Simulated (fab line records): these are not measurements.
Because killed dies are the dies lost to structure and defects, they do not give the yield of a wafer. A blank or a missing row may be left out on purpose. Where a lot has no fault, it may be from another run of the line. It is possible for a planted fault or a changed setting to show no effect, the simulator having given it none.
Matching of chambers	flow n5_finfet	N5_GATE_CUT_CMP_43 on cmp-03 has 4 sister chambers
The step polishes SiO2. 18 wafers are shown with their chamber, then 9 later ones without.

WAFERS WITH THEIR CHAMBER
wafer	chamber	motor_current_A (A)
L079.2	3	12.4
L079.3	2	10.6
L079.4	1	10.7
L085.1	2	10.0
L085.2	0	11.2
L085.3	3	12.3
L086.3	1	11.4
L086.4	2	9.7
L086.5	1	10.5
L087.2	3	12.4
L087.3	2	10.1
L087.5	1	11.4
L091.1	0	11.4
L091.2	3	12.7
L091.4	1	11.0
L092.1	3	12.0
L092.4	2	10.2
L092.6	2	9.9

SIGNATURES, as means of the wafers listed above
reading	chamber 0	chamber 1	chamber 2	chamber 3	scatter within a chamber
motor_current_A	11.300	11.000	10.083	12.360	0.316
Rule: for each reading, subtract the chamber's mean from the wafer's reading, divide by that reading's scatter and square the result; add these up over the readings and take the root, which gives the wafer's distance from the chamber. If the next closest chamber is less than 2 further off than the closest, the wafer can't be placed; otherwise it belongs to the closest. How the scatter is found: for the shown wafers, subtract from each reading the mean of its chamber, square and add these, divide the total by (wafers less chambers), then take the root.

WAFERS WITHOUT THEIR CHAMBER
wafer	motor_current_A (A)
L093.1	12.1
L093.5	11.6
L093.6	11.2
L094.2	11.6
L094.3	12.1
L094.4	9.5
L097.1	12.2
L097.2	12.0
L097.4	10.8

WHICH CHAMBER EACH WENT THROUGH
wafer	from the rows above	in truth
L093.1	can't be placed: 3 or 0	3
L093.5	can't be placed: 0 or 1 or 3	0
L093.6	can't be placed: 0 or 1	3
L094.2	can't be placed: 0 or 1 or 3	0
L094.3	can't be placed: 3 or 0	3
L094.4	2	2
L097.1	3	3
L097.2	can't be placed: 3 or 0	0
L097.4	can't be placed: 1 or 0 or 2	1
Correctly placed: 2 of 9. From these rows, 7 cannot be placed; in 6 the true chamber is one of the candidates. 0 placed wrongly.
